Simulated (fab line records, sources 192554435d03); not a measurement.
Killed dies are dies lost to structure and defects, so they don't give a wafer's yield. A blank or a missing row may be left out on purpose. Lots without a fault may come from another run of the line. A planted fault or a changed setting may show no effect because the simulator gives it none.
fab line records | flow n5_finfet | part 2 of 2: steps 20 to 26 of 26
record lots=5 wafers=15 last_day=17
route steps=1938 shown GATE_CUT@481
lots that met no fault: from a run of the same line without faults
start_h: hours from the record's first day to the start of the lot's first wafer shown | wait_h: hours since the lot's step before | " the same as in the row above | L1.1+2: a row that stands for several wafers | - no value, or no start given | * or withheld: withheld | < > ~ a bound
route shown NAME@n: a module of which the file shows steps, and the number in the route of the first | usual: mean/standard deviation of fault-free wafers | same: alike in all rows | chamber/n: place in a boat | sites: the reading at each site | _std_site: their standard deviation | _edge_site: outer sites' mean less inner sites' | radius_mm: how far each site lies from the wafer's centre | mask NAME#n: copy n | behind: the tool/chamber that last shaped the wafer | hold: why the lot was held/for how many hours/how that ended | device: the transistor (n, p or np) that didn't switch | end of line: the same wafers' tests at the end of the route | a step without rows: its recipe alone | killed: dies lost to structure and defects at the first sort, not the wafer's yield | map: a wafer's dies, x killed, . not, _ none there
set.NAME: the setting as run; set.NAME@STEP: as run at that earlier step | model.NAME: the simulator's own value behind a step, which no gauge read
lots at some steps of the route; a table a step, a row a wafer
services: from which hour (start_h, from the record's first day; less than 0 if before it) a tool's chamber was out of use, for how many hours, and why
## steps
# step N5_GATE_CUT_CUT_ETCH_53
# recipe chemistry=SF6/Cl2 target=W mask_material=SiO2 target_depth_a=792 pressure_mtorr=8 icp_w=900 bias_w=80 SF6_flow_sccm=40 Cl2_flow_sccm=60 ends=cleared
# usual drypump_motor_current_A=5.9/0.38 etch_rf_on_time_s=26.0/0.72 oes_product_au=0.70/0.12 throttle_valve_pct=29.0/0.31
# columns lot.wafer tool chamber start_h wait_h drypump_motor_current_A etch_rf_on_time_s oes_product_au rf_hours_counter_h throttle_valve_pct
L077.4 rie_metal-02 1 104.74 0.1 6.5 25.0 0.67 - 28.8
L077.5 " 1 " " 6.5 25.1 0.67 - 28.8
L077.6 " 0 " " 6.3 26.6 0.52 - 29.4
L079.2 rie_metal-01 1 119.53 0.1 6.0 25.9 0.82 12 29.2
L079.3 " 0 " " 5.7 25.2 0.87 - 28.3
L079.5 " 1 " " 6.1 25.6 0.82 - 29.2
L082.2 rie_metal-03 1 135.08 0.1 5.5 26.1 0.67 65 29.2
L082.4 " 1 " " 5.5 26.1 0.67 - 29.2
L082.5 " 0 " " 5.7 27.0 0.56 - 29.2
L091.1 rie_metal-01 0 186.18 0.1 5.7 24.9 0.83 8 28.3
L091.3 " 0 " " 5.7 25.2 0.83 - 28.3
L091.6 " 1 " " 6.1 25.8 0.79 - 29.2
L097.1 rie_metal-03 1 225.61 0.1 5.5 26.3 0.65 73 29.2
L097.4 " 0 " " 5.7 27.3 0.55 - 29.2
L097.5 " 0 " " 5.6 27.2 0.56 - 29.2
# step N5_GATE_CUT_CUT_ETCH_54
# recipe chemistry=Cl2/BCl3 target=TiN mask_material=SiO2 target_depth_a=967 pressure_mtorr=10 icp_w=1000 bias_w=126 Cl2_flow_sccm=53.25 bcl3_flow_sccm=21.75 Ar_flow_sccm=25 ends=cleared
# usual drypump_motor_current_A=5.9/0.38 etch_rf_on_time_s=36.2/0.98 oes_product_au=0.70/0.12 throttle_valve_pct=22.30/0.25
# columns lot.wafer tool chamber start_h wait_h drypump_motor_current_A etch_rf_on_time_s oes_product_au rf_hours_counter_h throttle_valve_pct
L077.4 rie_metal-02 1 104.80 0.0 6.5 34.9 0.68 - 22.21
L077.5 " 1 " " 6.5 35.4 0.66 - 22.21
L077.6 " 0 " " 6.3 37.0 0.52 - 22.72
L079.2 rie_metal-01 1 119.59 0.0 6.1 36.0 0.82 12 22.46
L079.3 " 0 " " 5.7 35.3 0.87 - 21.76
L079.5 " 1 " " 6.1 35.9 0.82 - 22.46
L082.2 rie_metal-03 1 135.14 0.0 5.5 36.7 0.67 65 22.32
L082.4 " 1 " " 5.5 36.5 0.66 - 22.31
L082.5 " 0 " " 5.7 38.2 0.56 - 22.47
L091.1 rie_metal-01 0 186.24 0.0 5.7 35.1 0.83 8 21.77
L091.3 " 0 " " 5.7 35.5 0.82 - 21.79
L091.6 " 1 " " 6.1 36.2 0.79 - 22.49
L097.1 rie_metal-03 1 225.67 0.0 5.5 37.1 0.65 73 22.36
L097.4 " 0 " " 5.7 38.0 0.55 - 22.48
L097.5 " 0 " " 5.7 37.9 0.55 - 22.48
# step N5_GATE_CUT_CUT_ETCH_55
# recipe chemistry=BCl3 target=HfO2 mask_material=SiO2 target_depth_a=32 ion_energy_ev=30 pressure_mtorr=5 icp_w=450 bias_w=18 bcl3_flow_sccm=80
# usual drypump_motor_current_A=5.9/0.38 oes_product_au=0.77/0.12 throttle_valve_pct=33.1/0.56
# columns lot.wafer tool chamber start_h wait_h drypump_motor_current_A oes_product_au rf_hours_counter_h throttle_valve_pct
L077.4 rie_metal-02 1 104.85 0.0 6.5 0.74 - 32.7
L077.5 " 1 " " 6.5 0.73 - 32.7
L077.6 " 0 " " 6.3 0.58 - 33.3
L079.2 rie_metal-01 1 119.65 0.0 6.1 0.90 12 33.9
L079.3 " 0 " " 5.7 0.97 - 32.0
L079.5 " 1 " " 6.1 0.90 - 33.9
L082.2 rie_metal-03 1 135.20 0.0 5.5 0.73 65 33.4
L082.4 " 1 " " 5.5 0.74 - 33.4
L082.5 " 0 " " 5.7 0.63 - 33.2
L091.1 rie_metal-01 0 186.30 0.0 5.7 0.91 8 32.0
L091.3 " 0 " " 5.7 0.91 - 32.0
L091.6 " 1 " " 6.1 0.87 - 33.9
L097.1 rie_metal-03 1 225.73 0.0 5.5 0.71 73 33.4
L097.4 " 0 " " 5.6 0.61 - 33.2
L097.5 " 0 " " 5.7 0.62 - 33.2
# step N5_GATE_CUT_ETCH_47
# recipe chemistry=Cl2/BCl3 target=SiO2 target_depth_a=100 pressure_mtorr=10 icp_w=1000 bias_w=126 Cl2_flow_sccm=53.25 bcl3_flow_sccm=21.75 Ar_flow_sccm=25
# usual drypump_motor_current_A=5.9/0.38 oes_product_au=0.77/0.12 throttle_valve_pct=22.84/0.24
# columns lot.wafer tool chamber start_h wait_h drypump_motor_current_A oes_product_au rf_hours_counter_h throttle_valve_pct
L077.4 rie_metal-02 1 104.88 0.0 6.5 0.74 - 22.76
L077.5 " 1 " " 6.5 0.74 - 22.76
L077.6 " 0 " " 6.3 0.58 - 23.25
L079.2 rie_metal-01 1 119.68 0.0 6.1 0.91 12 23.03
L079.3 " 0 " " 5.7 0.96 - 22.30
L079.5 " 1 " " 6.1 0.90 - 23.02
L082.2 rie_metal-03 1 135.23 0.0 5.5 0.74 65 22.84
L082.4 " 1 " " 5.5 0.74 - 22.86
L082.5 " 0 " " 5.7 0.63 - 22.99
L091.1 rie_metal-01 0 186.33 0.0 5.7 0.91 8 22.34
L091.3 " 0 " " 5.7 0.91 - 22.34
L091.6 " 1 " " 6.1 0.86 - 23.01
L097.1 rie_metal-03 1 225.76 0.0 5.5 0.72 73 22.87
L097.4 " 0 " " 5.6 0.63 - 23.02
L097.5 " 0 " " 5.7 0.62 - 23.02
# step N5_GATE_CUT_VAPOR_ETCH_48
# recipe chemistry=BCl3/Cl2 target=TiN mode=isotropic
# usual drypump_motor_current_A=5.9/0.38 oes_product_au=0.77/0.12
# columns lot.wafer tool chamber start_h wait_h drypump_motor_current_A oes_product_au
L077.4 rie_metal-02 1 104.91 0.0 6.5 0.74
L077.5 " 1 " " 6.5 0.74
L077.6 " 0 " " 6.3 0.58
L079.2 rie_metal-01 1 119.71 0.0 6.1 0.89
L079.3 " 0 " " 5.7 0.98
L079.5 " 1 " " 6.1 0.91
L082.2 rie_metal-03 1 135.26 0.0 5.5 0.75
L082.4 " 1 " " 5.4 0.74
L082.5 " 0 " " 5.6 0.63
L091.1 rie_metal-01 0 186.36 0.0 5.7 0.91
L091.3 " 0 " " 5.7 0.92
L091.6 " 1 " " 6.0 0.86
L097.1 rie_metal-03 1 225.79 0.0 5.5 0.71
L097.4 " 0 " " 5.7 0.62
L097.5 " 0 " " 5.7 0.63
# step N5_GATE_CUT_VAPOR_ETCH_49
# recipe chemistry=BCl3/Cl2 target=TiAlC mode=isotropic
# usual drypump_motor_current_A=5.9/0.38 oes_product_au=0.77/0.12
# columns lot.wafer tool chamber start_h wait_h drypump_motor_current_A oes_product_au
L077.4 rie_metal-02 1 104.94 0.0 6.5 0.73
L077.5 " 1 " " 6.5 0.74
L077.6 " 0 " " 6.3 0.58
L079.2 rie_metal-01 1 119.74 0.0 6.1 0.89
L079.3 " 0 " " 5.7 0.96
L079.5 " 1 " " 6.1 0.88
L082.2 rie_metal-03 1 135.29 0.0 5.5 0.73
L082.4 " 1 " " 5.5 0.73
L082.5 " 0 " " 5.7 0.63
L091.1 rie_metal-01 0 186.39 0.0 5.7 0.91
L091.3 " 0 " " 5.7 0.91
L091.6 " 1 " " 6.1 0.86
L097.1 rie_metal-03 1 225.82 0.0 5.5 0.72
L097.4 " 0 " " 5.7 0.63
L097.5 " 0 " " 5.7 0.63
# step N5_GATE_CUT_VAPOR_ETCH_51
# recipe chemistry=BCl3/Cl2 target=HfO2 mode=isotropic
# usual drypump_motor_current_A=5.9/0.38 oes_product_au=0.77/0.12
# columns lot.wafer tool chamber start_h wait_h drypump_motor_current_A oes_product_au
L077.4 rie_metal-02 1 104.97 0.0 6.5 0.74
L077.5 " 1 " " 6.5 0.74
L077.6 " 0 " " 6.3 0.58
L079.2 rie_metal-01 1 119.77 0.0 6.0 0.90
L079.3 " 0 " " 5.7 0.97
L079.5 " 1 " " 6.1 0.89
L082.2 rie_metal-03 1 135.32 0.0 5.5 0.73
L082.4 " 1 " " 5.5 0.74
L082.5 " 0 " " 5.7 0.63
L091.1 rie_metal-01 0 186.42 0.0 5.7 0.92
L091.3 " 0 " " 5.7 0.92
L091.6 " 1 " " 6.1 0.87
L097.1 rie_metal-03 1 225.85 0.0 5.5 0.72
L097.4 " 0 " " 5.7 0.63
L097.5 " 0 " " 5.7 0.63
## services
# columns tool chamber start_h hours kind
euv_scanner-02 - 81.01 1.0 pm
rie_metal-03 1 84.71 4.5 repair
rie_diel-05 1 91.99 2.6 repair
rie_diel-02 1 92.88 3.0 repair
rie_metal-01 - 99.24 14.6 pm
euv_scanner-01 - 111.65 1.0 pm
rie_diel-02 1 113.71 14.4 repair
rie_metal-02 0 113.85 - clean
rie_metal-02 0 113.85 18.5 scheduled_down
rie_metal-02 0 113.85 18.5 vent_cycle
rie_metal-01 - 114.03 1.3 repair
euv_scanner-01 - 114.72 12.0 pm
euv_scanner-02 - 129.60 0.7 repair
euv_scanner-02 - 137.16 1.0 pm
rie_metal-02 1 140.89 24.9 repair
rie_diel-02 1 163.00 10.2 repair
euv_scanner-01 - 167.80 1.0 pm
rie_diel-05 1 177.64 1.4 repair
rie_metal-02 - 177.85 0.3 repair
rie_metal-01 0 188.31 14.9 repair
euv_scanner-02 - 193.31 1.0 pm
euv_scanner-01 - 194.71 5.8 pm
euv_scanner-02 - 205.09 4.6 pm
euv_scanner-01 - 223.95 1.0 pm
